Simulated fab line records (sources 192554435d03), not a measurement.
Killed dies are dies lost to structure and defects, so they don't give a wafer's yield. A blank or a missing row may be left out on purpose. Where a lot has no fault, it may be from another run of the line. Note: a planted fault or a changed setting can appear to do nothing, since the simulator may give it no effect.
fab line records    flow n5Finfet    part 2 of 2: steps 22 to 33 of 33
record lots=5  wafers=15  lastDay=16
route steps=1938 shown BEOL_M14@1752 BEOL_M15@1773
lots that met no fault: taken from a fault-free run of the same line
startH: hours from the record's opening day to when the first of the lot's shown wafers began    waitH: time in hours since the lot's previous step    " the same as in the row above    L1.1+2: one row covering several wafers at once    - either no value or no given start    * or withheld: withheld    < > ~ a bound
route shown NAME@n: NAME is a module with steps in the file, n the number in the route of the first one    usual: the fault-free wafers' mean and standard deviation    same: alike in all rows    chamber/n: place in a boat    sites: each site's reading    _std_site: their standard deviation    _edge_site: mean of outer sites minus mean of inner sites    radiusMm: how far each site lies from the wafer's centre    mask NAME#n: copy n    behind: tool/chamber where the wafer was last shaped    hold: why the lot went on hold/how many hours it stayed there/how the hold came to an end    device: transistor that didn't switch, given as n, p or np    end of line: at the end of the route, the tests of the same wafers    for a step that has no rows: nothing shown but its recipe    killed: dies that structure and defects cost at the first sort, which is not the same as the wafer's yield    map: a wafer's dies, x killed, . not, _ none there
set.NAME: the setting the step ran with; set.NAME@STEP: the setting that earlier step ran with    model.NAME: the simulator's own value behind a step, which no gauge read
lots seen at some steps along the route; tables by step, rows by wafer
services: when a tool's chamber went out of use (startH, in hours from the record's first day, below 0 if earlier), for how many hours, and the reason
## steps
# step N5_BEOL_M15_ILD_DEP_00
# recipe material=SiO2  targetThkA=16293  tempC=400  precursor=TEOS/O2  pressureTorr=6.5  rfW=900  teosFlowSccm=161.4  gas=O2  flowSccm=2650  timeS=346.1
# usual heaterPowerW=518/99  showerheadPlenumPTorr=8.34/0.05  throttleValvePct=18.4/0.78
lot.wafer  tool      chamber  startH  waitH  heaterPowerW  showerheadPlenumPTorr  throttleValvePct
L076.2     pecvd-04  0        283.47  0.0    404           8.39                   19.5
L076.4     "         2        "       "      432           8.38                   18.1
L076.5     "         1        "       "      508           8.33                   19.0
L080.1     pecvd-04  1        296.49  0.0    457           8.31                   18.8
L080.3     "         0        "       "      420           8.42                   19.4
L080.4     "         1        "       "      518           8.34                   19.1
L079.2     pecvd-03  0        315.92  0.0    410           8.32                   18.3
L079.3     "         1        "       "      712           8.36                   18.3
L079.5     "         2        "       "      660           8.25                   18.2
L086.3     pecvd-01  1        358.26  0.0    444           8.33                   18.9
L086.5     "         1        "       "      537           8.32                   19.2
L086.6     "         0        "       "      549           8.40                   16.9
L085.2     pecvd-04  0        364.10  0.0    393           8.39                   19.8
L085.3     "         2        "       "      560           8.38                   18.0
L085.6     "         0        "       "      425           8.42                   19.7
# step N5_BEOL_M15_THK_MEAS_01
# recipe reads=SiO2_of_BEOL_M15_ILD_DEP_00
# usual M15_ILD_THK=1628/22
lot.wafer  tool          chamber  startH  waitH  M15_ILD_THK[nm]
L076.2     filmMetro-01  -        283.73  0.1    1616
L076.4     "             -        "       "      1615
L076.5     "             -        "       "      1617
L080.1     filmMetro-02  -        296.74  0.1    1605
L080.3     "             -        "       "      1630
L080.4     "             -        "       "      1622
L079.2     filmMetro-01  -        316.18  0.2    1618
L079.3     "             -        "       "      1619
L079.5     "             -        "       "      1609
L086.3     filmMetro-02  -        358.52  0.1    1654
L086.5     "             -        "       "      1664
L086.6     "             -        "       "      1632
L085.2     filmMetro-01  -        364.35  0.1    1610
L085.3     "             -        "       "      1608
L085.6     "             -        "       "      1646
# step N5_BEOL_M15_COAT_58
# recipe resist=BARC  tempC=205  timeS=60  spinRpm=1500  resistThkNm=89
# usual exhaustPa=45.0/1
lot.wafer  tool           chamber  startH  waitH  exhaustPa
L076.2     lithoTrack-05  0        283.76  0.0    46.7
L076.4     "              0        "       "      43.9
L076.5     "              0        "       "      44.1
L080.1     lithoTrack-04  0        296.77  0.0    46.0
L080.3     "              0        "       "      45.5
L080.4     "              0        "       "      44.3
L079.2     lithoTrack-05  0        316.21  0.0    44.5
L079.3     "              0        "       "      41.7
L079.5     "              0        "       "      43.5
L086.3     lithoTrack-04  0        358.55  0.0    45.1
L086.5     "              0        "       "      44.1
L086.6     "              0        "       "      43.2
L085.2     lithoTrack-03  0        364.38  0.0    44.6
L085.3     "              0        "       "      42.7
L085.6     "              0        "       "      44.5
# step N5_BEOL_M15_COAT_04
# recipe spinRpm=1704  resistThkNm=800
# usual exhaustPa=44.8/0.88
lot.wafer  tool           chamber  startH  waitH  exhaustPa
L076.2     lithoTrack-05  0        -       -      44.5
L076.4     "              0        "       "      46.6
L076.5     "              0        "       "      45.4
L080.1     lithoTrack-04  0        -       -      44.5
L080.3     "              0        "       "      44.7
L080.4     "              0        "       "      42.9
L079.2     lithoTrack-05  0        -       -      45.0
L079.3     "              0        "       "      43.7
L079.5     "              0        "       "      45.2
L086.3     lithoTrack-04  0        -       -      44.9
L086.5     "              0        "       "      45.5
L086.6     "              0        "       "      44.6
L085.2     lithoTrack-03  0        -       -      43.4
L085.3     "              0        "       "      44.0
L085.6     "              0        "       "      43.7
# step N5_BEOL_M15_EBR_06
# recipe solvent=PGMEA  ebrWidthMm=1.5
# usual exhaustPa=45.0/0.99
lot.wafer  tool           chamber  startH  waitH  exhaustPa
L076.2     lithoTrack-05  0        -       -      45.5
L076.4     "              0        "       "      46.7
L076.5     "              0        "       "      46.0
L080.1     lithoTrack-04  0        -       -      45.4
L080.3     "              0        "       "      44.2
L080.4     "              0        "       "      44.9
L079.2     lithoTrack-05  0        -       -      44.7
L079.3     "              0        "       "      43.9
L079.5     "              0        "       "      44.6
L086.3     lithoTrack-04  0        -       -      45.7
L086.5     "              0        "       "      45.2
L086.6     "              0        "       "      44.7
L085.2     lithoTrack-03  0        -       -      44.8
L085.3     "              0        "       "      46.8
L085.6     "              0        "       "      46.5
# step N5_BEOL_M15_SOFTBAKE_05
# recipe tempC=130  timeS=60
# usual exhaustPa=45.0/0.9
lot.wafer  tool           chamber  startH  waitH  exhaustPa
L076.2     lithoTrack-05  0        -       -      46.3
L076.4     "              0        "       "      45.8
L076.5     "              0        "       "      45.9
L080.1     lithoTrack-04  0        -       -      44.1
L080.3     "              0        "       "      43.5
L080.4     "              0        "       "      45.0
L079.2     lithoTrack-05  0        -       -      45.9
L079.3     "              0        "       "      45.5
L079.5     "              0        "       "      45.5
L086.3     lithoTrack-04  0        -       -      44.6
L086.5     "              0        "       "      46.3
L086.6     "              0        "       "      46.5
L085.2     lithoTrack-03  0        -       -      45.3
L085.3     "              0        "       "      45.9
L085.6     "              0        "       "      44.8
# step N5_BEOL_M15_EXPOSE_07
# recipe maskId=V14  na=0.8  sourceShape=annular  sigmaInner=0.5  sigmaOuter=0.8  polarization=unpolarized  attpsmPhaseDeg=180  doseMj=41.25
# same na=0.8
lot.wafer   tool           chamber  startH  waitH  mask
L076.2+4+5  krfScanner-01  0        283.99  -      V14#0
L080.1+3+4  krfScanner-02  0        296.99  -      V14#0
L079.2+3+5  krfScanner-02  0        316.32  -      V14#0
L086.3+5+6  krfScanner-02  0        358.66  -      V14#0
L085.2+3+6  krfScanner-02  0        364.49  -      V14#0
# step N5_BEOL_M15_PEB_08
# recipe pebTempC=130  pebTimeS=90
# usual exhaustPa=44.8/0.93
lot.wafer  tool           chamber  startH  waitH  exhaustPa
L076.2     lithoTrack-05  0        284.04  0.0    44.1
L076.4     "              0        "       "      44.8
L076.5     "              0        "       "      43.4
L080.1     lithoTrack-05  0        297.05  0.1    46.1
L080.3     "              0        "       "      44.6
L080.4     "              0        "       "      43.1
L079.2     lithoTrack-05  0        316.37  0.0    45.0
L079.3     "              0        "       "      45.9
L079.5     "              0        "       "      44.5
L086.3     lithoTrack-05  0        358.70  0.0    44.2
L086.5     "              0        "       "      44.2
L086.6     "              0        "       "      45.5
L085.2     lithoTrack-05  0        364.54  0.0    43.5
L085.3     "              0        "       "      44.1
L085.6     "              0        "       "      44.5
# step N5_BEOL_M15_DEVELOP_09
# recipe developTimeS=45  rinseLiquid=diw  dry=airSpin  devTempC=21
# usual exhaustPa=44.8/0.92
lot.wafer  tool           chamber  startH  waitH  exhaustPa
L076.2     lithoTrack-05  0        -       -      43.6
L076.4     "              0        "       "      44.8
L076.5     "              0        "       "      43.6
L080.1     lithoTrack-05  0        -       -      46.2
L080.3     "              0        "       "      45.0
L080.4     "              0        "       "      44.1
L079.2     lithoTrack-05  0        -       -      46.0
L079.3     "              0        "       "      45.8
L079.5     "              0        "       "      45.2
L086.3     lithoTrack-05  0        -       -      44.3
L086.5     "              0        "       "      45.0
L086.6     "              0        "       "      43.9
L085.2     lithoTrack-05  0        -       -      43.0
L085.3     "              0        "       "      43.5
L085.6     "              0        "       "      42.7
# step N5_BEOL_M15_HARDBAKE_14
# recipe tempC=130  timeS=120
# usual exhaustPa=45.2/0.9
lot.wafer  tool           chamber  startH  waitH  exhaustPa
L076.2     lithoTrack-05  0        -       -      46.2
L076.4     "              0        "       "      45.8
L076.5     "              0        "       "      43.9
L080.1     lithoTrack-05  0        -       -      46.0
L080.3     "              0        "       "      43.9
L080.4     "              0        "       "      45.1
L079.2     lithoTrack-05  0        -       -      45.8
L079.3     "              0        "       "      45.3
L079.5     "              0        "       "      45.9
L086.3     lithoTrack-05  0        -       -      43.8
L086.5     "              0        "       "      44.8
L086.6     "              0        "       "      45.5
L085.2     lithoTrack-05  0        -       -      45.0
L085.3     "              0        "       "      44.7
L085.6     "              0        "       "      45.4
# step N5_BEOL_M15_CD_MEAS_10
# recipe targetCdNm=360  landingEnergyEv=500  detector=seInlens  polarity=opening
# usual cdNm=360.7/1.8
lot.wafer  tool      chamber  startH  waitH  cdNm
L076.2     cdSem-02  0        284.15  -      360.2
L076.4     "         0        "       "      363.7
L076.5     "         0        "       "      360.2
L080.1     cdSem-02  0        297.17  -      364.2
L080.3     "         0        "       "      358.7
L080.4     "         0        "       "      362.7
L079.2     cdSem-01  0        316.49  -      361.8
L079.3     "         0        "       "      358.5
L079.5     "         0        "       "      360.6
L086.3     cdSem-02  0        358.82  -      362.1
L086.5     "         0        "       "      366.4
L086.6     "         0        "       "      362.7
L085.2     cdSem-03  0        364.66  -      362.7
L085.3     "         0        "       "      359.2
L085.6     "         0        "       "      364.6
# step N5_BEOL_M15_OVL_MEAS_11
# recipe pointsPerWafer=44
# usual V14_OVL=1/5.6
lot.wafer  tool        chamber  startH  waitH  V14_OVL[nm]
L076.2     overlay-01  0        284.18  0.0    -3
L076.4     "           0        "       "      0
L076.5     "           0        "       "      -6
L080.1     overlay-02  0        297.20  0.0    5
L080.3     "           0        "       "      4
L080.4     "           0        "       "      5
L079.2     overlay-02  0        316.51  0.0    8
L079.3     "           0        "       "      4
L079.5     "           0        "       "      12
L086.3     overlay-01  0        358.85  0.0    2
L086.5     "           0        "       "      1
L086.6     "           0        "       "      -1
L085.2     overlay-01  0        364.69  0.0    -5
L085.3     "           0        "       "      -6
L085.6     "           0        "       "      -1
## services
tool           chamber  startH  hours  kind
lithoTrack-04  -        263.68  -      consumableReplace:filter
pecvd-03       1        278.44  12.3   repair
krfScanner-01  -        287.07  0.5    repair
rieDiel-01     1        287.24  4.2    repair
krfScanner-02  0        294.01  -      calibration
pecvd-02       -        299.94  5.5    pm
pecvd-03       0        300.65  12.7   repair
krfScanner-01  -        303.62  1.0    pm
krfScanner-02  -        305.26  1.0    pm
rieDiel-03     3        307.29  5.7    repair
pecvd-01       0        310.77  1.8    repair
krfScanner-01  -        319.94  1.3    pm
pecvd-04       1        321.81  5.6    repair
pecvd-02       -        323.14  0.7    repair
rieDiel-04     2        323.48  19.8   repair
pecvd-01       -        326.53  0.5    repair
pecvd-01       -        330.65  0.3    repair
pecvd-01       -        332.47  1.4    repair
cmp-01         -        334.09  4.0    pm
cmp-01         -        338.09  -      consumableReplace:conditioner
pecvd-03       0        338.57  5.5    scheduledDown
krfScanner-01  -        344.89  0.8    pm
krfScanner-02  -        356.28  1.3    pm
krfScanner-01  -        358.55  1.4    repair
